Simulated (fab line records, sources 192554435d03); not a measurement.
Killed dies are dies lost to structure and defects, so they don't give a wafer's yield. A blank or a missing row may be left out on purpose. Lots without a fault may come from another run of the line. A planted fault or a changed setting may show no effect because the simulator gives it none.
fab line records | flow n5_finfet | part 2 of 2: steps 4 to 6 of 6
record lots=23 wafers=69 last_day=18
route steps=1938 shown WELL_APT@31 FIN_SAQP@124
lots that met no fault: from a run of the same line without faults
start_h: hours from the record's first day to the start of the lot's first wafer shown | wait_h: hours since the lot's step before | " the same as in the row above | L1.1+2: a row that stands for several wafers | - no value, or no start given | * or withheld: withheld | < > ~ a bound
route shown NAME@n: a module of which the file shows steps, and the number in the route of the first | usual: mean/standard deviation of fault-free wafers | same: alike in all rows | chamber/n: place in a boat | sites: the reading at each site | _std_site: their standard deviation | _edge_site: outer sites' mean less inner sites' | radius_mm: how far each site lies from the wafer's centre | mask NAME#n: copy n | behind: the tool/chamber that last shaped the wafer | hold: why the lot was held/for how many hours/how that ended | device: the transistor (n, p or np) that didn't switch | end of line: the same wafers' tests at the end of the route | a step without rows: its recipe alone | killed: dies lost to structure and defects at the first sort, not the wafer's yield | map: a wafer's dies, x killed, . not, _ none there
set.NAME: the setting as run; set.NAME@STEP: as run at that earlier step | model.NAME: the simulator's own value behind a step, which no gauge read
steps of the route over a sample of lots; a table a step, a row a wafer
services: from which hour (start_h, from the record's first day; less than 0 if before it) a tool's chamber was out of use, for how many hours, and why
## steps
# step N5_FIN_SAQP_MANDREL_ETCH_58
# recipe chemistry=HBr/Cl2 target=a-Si target_depth_a=450 bt_time_s=10 stop_on=SiNx mask_material=SiO2 over_etch_frac=0.8 time_s=27 pressure_mtorr=10 icp_w=800 bias_w=75 HBr_flow_sccm=150 Cl2_flow_sccm=80 ends=end_point
# usual drypump_motor_current_A=5.6/0.56 oes_product_au=0.700/0.0099 rf_fwd_power_W=793.8/2.8 throttle_valve_pct=35.52/0.28
# columns lot.wafer tool chamber start_h wait_h drypump_motor_current_A oes_product_au rf_fwd_power_W rf_hours_counter_h throttle_valve_pct
L074.4 rie_si-04 1 23.86 0.0 5.8 0.708 790.4 30 35.69
L074.5 " 3 " " 4.7 0.703 797.9 - 34.73
L074.6 " 2 " " 4.7 0.712 796.2 - 36.09
L075.3 rie_si-05 0 31.42 0.0 5.6 0.707 797.1 92 35.55
L075.4 " 3 " " 5.7 0.686 798.4 0 35.51
L075.5 " 3 " " 5.7 0.698 795.5 - 35.48
L076.2 rie_si-05 1 37.57 0.0 4.9 0.683 792.7 2 35.79
L076.3 " 2 " " 6.3 0.701 795.1 141 35.53
L076.4 " 0 " " 5.6 0.706 792.2 92 35.51
L077.3 rie_si-04 0 44.18 0.0 6.2 0.702 792.9 188 35.37
L077.4 " 2 " " 4.7 0.716 798.3 136 36.05
L077.5 " 0 " " 6.3 0.708 795.5 - 35.34
L078.1 rie_si-03 0 47.99 0.0 5.9 0.704 790.1 128 35.27
L078.2 " 1 " " 6.1 0.686 791.3 4 35.62
L078.4 " 3 " " 6.0 0.691 794.0 18 35.59
L079.1 rie_si-04 1 55.68 0.0 5.8 0.708 793.0 30 35.72
L079.3 " 0 " " 6.2 0.697 791.6 188 35.37
L079.4 " 3 " " 4.7 0.713 791.6 109 34.73
L080.1 rie_si-03 3 62.13 0.0 6.0 0.693 791.6 19 35.57
L080.2 " 1 " " 6.0 0.691 795.2 5 35.61
L080.5 " 0 " " 5.9 0.721 790.6 - 35.23
L081.2 rie_si-05 3 68.23 0.0 5.7 0.691 793.0 1 35.51
L081.3 " 2 " " 6.3 0.700 791.1 141 35.52
L081.6 " 2 " " 6.3 0.698 795.2 - 35.52
L083.3 rie_si-03 3 78.35 0.0 6.0 0.700 795.6 19 35.57
L083.5 " 3 " " 6.0 0.686 794.5 - 35.59
L083.6 " 1 " " 6.1 0.688 792.0 - 35.59
L084.3 rie_si-04 3 84.57 0.0 4.7 0.700 797.0 110 34.76
L084.4 " 1 " " 5.8 0.698 788.2 31 35.73
L084.6 " 0 " " 6.3 0.694 787.0 - 35.35
L085.1 rie_si-05 2 91.99 0.0 6.4 0.718 793.2 141 35.54
L085.3 " 1 " " 4.9 0.685 794.9 3 35.80
L085.5 " 0 " " 5.5 0.720 796.8 - 35.55
L086.1 rie_si-03 2 97.08 0.0 5.0 0.696 792.9 14 35.58
L086.2 " 0 " " 5.9 0.711 790.8 128 35.25
L086.6 " 3 " " 6.0 0.702 789.1 - 35.57
L087.1 rie_si-05 3 102.26 0.0 5.7 0.708 793.1 2 35.50
L087.5 " 3 " " 5.7 0.705 793.2 - 35.49
L087.6 " 0 " " 5.6 0.715 797.5 - 35.54
L088.1 rie_si-05 3 108.64 0.0 5.7 0.704 793.0 2 35.49
L088.2 " 2 " " 6.3 0.695 790.2 142 35.57
L088.5 " 1 " " 4.9 0.699 798.5 - 35.78
L089.3 rie_si-04 3 114.79 0.0 4.7 0.701 791.6 111 34.77
L089.5 " 0 " " 6.2 0.709 790.3 - 35.37
L089.6 " 3 " " 4.7 0.697 794.6 - 34.76
L090.1 rie_si-04 2 119.94 0.0 4.7 0.704 793.0 138 36.07
L090.4 " 3 " " 4.7 0.712 796.4 111 34.72
L090.5 " 2 " " 4.7 0.706 796.5 - 36.08
L091.2 rie_si-05 0 125.71 0.0 5.6 0.718 793.5 94 35.53
L091.3 " 3 " " 5.7 0.713 800.2 2 35.49
L091.5 " 2 " " 6.3 0.714 788.5 - 35.51
L092.1 rie_si-05 2 131.94 0.0 6.3 0.698 789.1 142 35.55
L092.4 " 0 " " 5.5 0.717 791.7 94 35.53
L092.6 " 0 " " 5.5 0.713 794.0 - 35.53
L093.1 rie_si-05 0 138.80 0.0 5.5 0.713 796.7 94 35.52
L093.2 " 2 " " 6.3 0.706 792.3 142 35.55
L093.6 " 3 " " 5.7 0.706 797.8 - 35.48
L094.3 rie_si-05 2 145.21 0.0 6.4 0.695 790.1 142 35.56
L094.4 " 1 " " 4.9 0.691 793.0 4 35.78
L094.6 " 3 " " 5.7 0.709 796.7 - 35.48
L095.1 rie_si-03 2 150.84 0.0 5.0 0.687 795.5 15 35.59
L095.5 " 2 " " 5.0 0.693 795.4 - 35.58
L095.6 " 1 " " 6.1 0.692 792.6 - 35.60
L096.1 rie_si-03 2 156.78 0.0 5.0 0.690 795.4 15 35.59
L096.2 " 3 " " 6.0 0.700 792.6 20 35.57
L096.4 " 1 " " 6.1 0.699 791.4 7 35.59
L097.3 rie_si-03 3 163.61 0.0 6.0 0.695 797.1 21 35.59
L097.4 " 2 " " 5.0 0.694 792.4 15 35.58
L097.6 " 0 " " 5.9 0.705 793.6 - 35.24
# step N5_FIN_SAQP_STRIP_77
# recipe chemistry=N2/H2 time_s=90 power_w=100 temp_c=40 pressure_mtorr=100 rf_frequency_hz=6e+07 bias_power_w=3 n2_flow_sccm=300 h2_flow_sccm=300
# usual drypump_motor_current_A=5.6/0.48 oes_product_au=0.73/0.056 rf_vpp_V=45.3/0.82 showerhead_plenum_p_Torr=3.37/0.12 throttle_valve_pct=12.21/0.2
# columns lot.wafer tool chamber start_h wait_h drypump_motor_current_A oes_product_au rf_hours_counter_h rf_vpp_V showerhead_plenum_p_Torr throttle_valve_pct
L074.4 rie_diel-01 0 25.47 0.0 6.0 0.74 152 45.1 3.52 12.28
L074.5 " 3 " " 5.7 0.70 - 44.3 3.34 12.25
L074.6 " 0 " " 6.0 0.73 - 46.6 3.52 12.26
L075.3 rie_diel-03 2 32.98 0.0 4.7 0.71 210 44.6 3.35 12.31
L075.4 " 3 " " 6.5 0.81 72 44.5 3.28 12.28
L075.5 " 3 " " 6.5 0.80 - 44.1 3.28 12.28
L076.2 rie_diel-05 3 39.14 0.0 4.8 0.76 140 46.0 3.53 12.17
L076.3 " 0 " " 5.2 0.74 136 44.0 3.37 11.92
L076.4 " 1 " " 5.4 0.76 136 47.4 3.35 12.11
L077.3 rie_diel-01 1 45.96 0.0 5.9 0.77 126 45.8 3.51 12.22
L077.4 " 0 " " 6.1 0.73 160 46.3 3.51 12.29
L077.5 " 3 " " 5.7 0.69 - 46.1 3.34 12.28
L078.1 rie_diel-01 3 49.49 0.0 5.7 0.67 217 46.2 3.33 12.30
L078.2 " 0 " " 6.0 0.73 162 45.4 3.51 12.27
L078.4 " 2 " " 5.6 0.72 227 44.9 3.20 12.16
L079.1 rie_diel-05 2 58.75 0.0 6.2 0.74 154 44.9 3.26 12.38
L079.3 " 1 " " 5.4 0.74 144 45.3 3.35 12.14
L079.4 " 3 " " 4.8 0.74 150 46.4 3.52 12.18
L080.1 rie_diel-01 0 65.11 0.0 6.0 0.72 165 44.7 3.51 12.33
L080.2 " 1 " " 5.9 0.76 134 45.7 3.50 12.25
L080.5 " 1 " " 5.9 0.75 - 44.1 3.51 12.24
L081.2 rie_diel-01 1 69.78 0.0 5.9 0.75 136 46.6 3.50 12.26
L081.3 " 2 " " 5.6 0.71 236 45.0 3.19 12.19
L081.6 " 1 " " 5.9 0.75 - 45.1 3.50 12.23
L083.3 rie_diel-05 1 79.88 0.0 5.4 0.74 152 45.6 3.34 12.16
L083.5 " 1 " " 5.4 0.74 - 44.9 3.35 12.16
L083.6 " 0 " " 5.2 0.72 - 44.6 3.36 11.96
L084.3 rie_diel-05 2 86.19 0.0 6.2 0.73 164 44.6 3.25 12.42
L084.4 " 1 " " 5.4 0.74 154 46.3 3.34 12.15
L084.6 " 3 " " 4.8 0.75 - 46.5 3.52 12.20
L085.1 rie_diel-05 0 93.69 0.0 5.2 0.72 157 44.8 3.36 11.98
L085.3 " 3 " " 4.8 0.73 161 45.0 3.52 12.20
L085.5 " 3 " " 4.8 0.74 - 44.9 3.52 12.22
L086.1 rie_diel-03 0 98.91 0.0 5.3 0.69 240 44.8 3.18 12.36
L086.2 " 3 " " 6.4 0.79 97 45.8 3.27 12.34
L086.6 " 0 " " 5.2 0.69 - 44.8 3.18 12.34
L087.1 rie_diel-01 3 103.76 0.0 5.8 0.66 240 45.6 3.32 12.33
L087.5 " 3 " " 5.7 0.66 - 46.1 3.32 12.33
L087.6 " 0 " " 6.0 0.70 - 44.0 3.50 12.33
L088.1 rie_diel-01 2 110.34 0.0 5.6 0.70 247 43.4 3.19 12.21
L088.2 " 0 " " 6.0 0.70 182 47.1 3.50 12.34
L088.5 " 1 " " 5.9 0.73 - 44.1 3.49 12.29
L089.3 rie_diel-03 3 116.42 0.0 6.5 0.76 104 46.0 3.27 12.39
L089.5 " 0 " " 5.2 0.69 - 43.7 3.17 12.36
L089.6 " 1 " " 5.4 0.93 - 45.3 3.29 11.56
L090.1 rie_diel-01 1 121.61 0.0 5.9 0.73 157 45.4 3.49 12.31
L090.4 " 1 " " 5.9 0.74 - 44.8 3.49 12.30
L090.5 " 3 " " 5.7 0.66 - 44.3 3.32 12.36
L091.2 rie_diel-05 3 127.36 0.0 4.8 0.73 175 45.3 3.51 12.24
L091.3 " 1 " " 5.4 0.72 166 45.2 3.34 12.18
L091.5 " 1 " " 5.4 0.71 - 45.3 3.34 12.19
L092.1 rie_diel-05 1 133.49 0.0 5.4 0.71 169 46.5 3.34 12.21
L092.4 " 2 " " 6.2 0.71 183 45.8 3.24 12.47
L092.6 " 1 " " 5.4 0.71 - 45.3 3.34 12.19
L093.1 rie_diel-03 3 140.30 0.0 6.5 0.76 116 45.6 3.26 12.40
L093.2 " 2 " " 4.7 0.70 235 45.2 3.34 12.38
L093.6 " 3 " " 6.5 0.76 - 45.2 3.26 12.41
L094.3 rie_diel-01 0 147.41 0.0 6.0 0.70 198 45.1 3.49 12.37
L094.4 " 1 " " 5.9 0.72 - 44.9 3.49 12.33
L094.6 " 0 " " 6.0 0.69 - 45.9 3.49 12.37
L095.1 rie_diel-05 3 153.24 0.0 4.8 0.73 182 46.1 3.51 12.26
L095.5 " 3 " " 4.8 0.72 - 46.7 3.51 12.27
L095.6 " 0 " " 5.2 0.70 - 44.7 3.35 12.03
L096.1 rie_diel-03 2 158.62 0.0 4.7 0.70 241 46.3 3.34 12.38
L096.2 " 3 " " 6.5 0.75 123 46.0 3.26 12.41
L096.4 " 0 " " 5.2 0.92 5 45.3 3.57 11.76
L097.3 rie_diel-05 1 165.35 0.0 5.4 0.71 179 45.0 3.33 12.23
L097.4 " 2 " " 6.3 0.70 193 43.2 3.24 12.50
L097.6 " 1 " " 5.4 0.72 - 44.7 3.33 12.23
# step N5_FIN_SAQP_HM_CD_35
# recipe target_cd_nm=8 polarity=line
# usual cd_nm=8.2/0.3
# columns lot.wafer tool chamber start_h wait_h cd_nm
L074.4 cd_sem-01 - 25.60 0.1 8.4
L074.5 " - " " 8.2
L074.6 " - " " 8.7
L075.3 cd_sem-03 - 33.11 0.1 8.3
L075.4 " - " " 8.1
L075.5 " - " " 9.0
L076.2 cd_sem-02 - 39.27 0.1 8.0
L076.3 " - " " 8.3
L076.4 " - " " 8.0
L077.3 cd_sem-01 - 46.09 0.1 8.1
L077.4 " - " " 8.3
L077.5 " - " " 8.5
L078.1 cd_sem-02 - 49.61 0.1 8.1
L078.2 " - " " 7.9
L078.4 " - " " 8.3
L079.1 cd_sem-02 - 58.88 0.1 8.4
L079.3 " - " " 8.4
L079.4 " - " " 7.9
L080.1 cd_sem-03 - 65.24 0.1 8.1
L080.2 " - " " 8.5
L080.5 " - " " 8.5
L081.2 cd_sem-01 - 69.91 0.1 8.6
L081.3 " - " " 8.2
L081.6 " - " " 8.5
L083.3 cd_sem-02 - 80.01 0.1 7.7
L083.5 " - " " 8.2
L083.6 " - " " 8.0
L084.3 cd_sem-02 - 86.32 0.1 8.2
L084.4 " - " " 7.9
L084.6 " - " " 8.3
L085.1 cd_sem-03 - 93.81 0.1 8.3
L085.3 " - " " 8.4
L085.5 " - " " 8.3
L086.1 cd_sem-03 - 99.04 0.1 7.8
L086.2 " - " " 8.7
L086.6 " - " " 8.3
L087.1 cd_sem-03 - 103.89 0.1 8.4
L087.5 " - " " 8.3
L087.6 " - " " 8.4
L088.1 cd_sem-03 - 110.47 0.1 7.6
L088.2 " - " " 8.2
L088.5 " - " " 8.5
L089.3 cd_sem-03 - 116.55 0.1 8.0
L089.5 " - " " 7.9
L089.6 " - " " 8.2
L090.1 cd_sem-02 - 121.73 0.1 8.9
L090.4 " - " " 8.6
L090.5 " - " " 7.9
L091.2 cd_sem-01 - 127.48 0.1 7.9
L091.3 " - " " 7.8
L091.5 " - " " 8.1
L092.1 cd_sem-02 - 133.61 0.1 8.3
L092.4 " - " " 7.9
L092.6 " - " " 7.8
L093.1 cd_sem-01 - 140.42 0.1 8.2
L093.2 " - " " 8.2
L093.6 " - " " 8.2
L094.3 cd_sem-01 - 147.54 0.1 8.3
L094.4 " - " " 8.1
L094.6 " - " " 8.0
L095.1 cd_sem-02 - 153.37 0.1 7.9
L095.5 " - " " 8.2
L095.6 " - " " 8.7
L096.1 cd_sem-02 - 158.74 0.1 7.8
L096.2 " - " " 8.3
L096.4 " - " " 7.9
L097.3 cd_sem-02 - 165.48 0.1 8.0
L097.4 " - " " 8.7
L097.6 " - " " 7.7
## services
# columns tool chamber start_h hours kind
rie_si-04 1 -4.32 8.6 repair
vapor_etch-02 - 13.46 0.6 repair
rie_si-05 2 14.19 3.7 repair
rie_si-05 3 16.40 13.6 repair
vapor_etch-01 1 18.15 1.1 repair
rie_diel-03 0 22.13 4.5 repair
rie_diel-03 - 37.29 15.6 pm
rie_diel-01 0 55.61 8.9 repair
rie_diel-03 2 62.77 34.7 repair
rie_si-03 0 68.72 12.9 repair
rie_diel-05 - 71.97 0.2 repair
rie_diel-01 2 91.24 11.0 repair
rie_diel-05 1 93.44 4.1 repair
rie_diel-01 2 119.57 - clean
rie_diel-01 2 119.57 - consumable_replace:focus_ring
rie_diel-01 2 119.57 - consumable_replace:showerhead
rie_diel-01 2 119.57 18.6 scheduled_down
rie_diel-01 2 119.57 18.6 vent_cycle
rie_diel-01 3 138.40 - clean
rie_diel-01 3 138.40 - consumable_replace:focus_ring
rie_diel-01 3 138.40 15.9 scheduled_down
rie_diel-01 3 138.40 15.9 vent_cycle
vapor_etch-01 - 151.30 2.8 pm
rie_si-05 1 162.07 3.3 repair
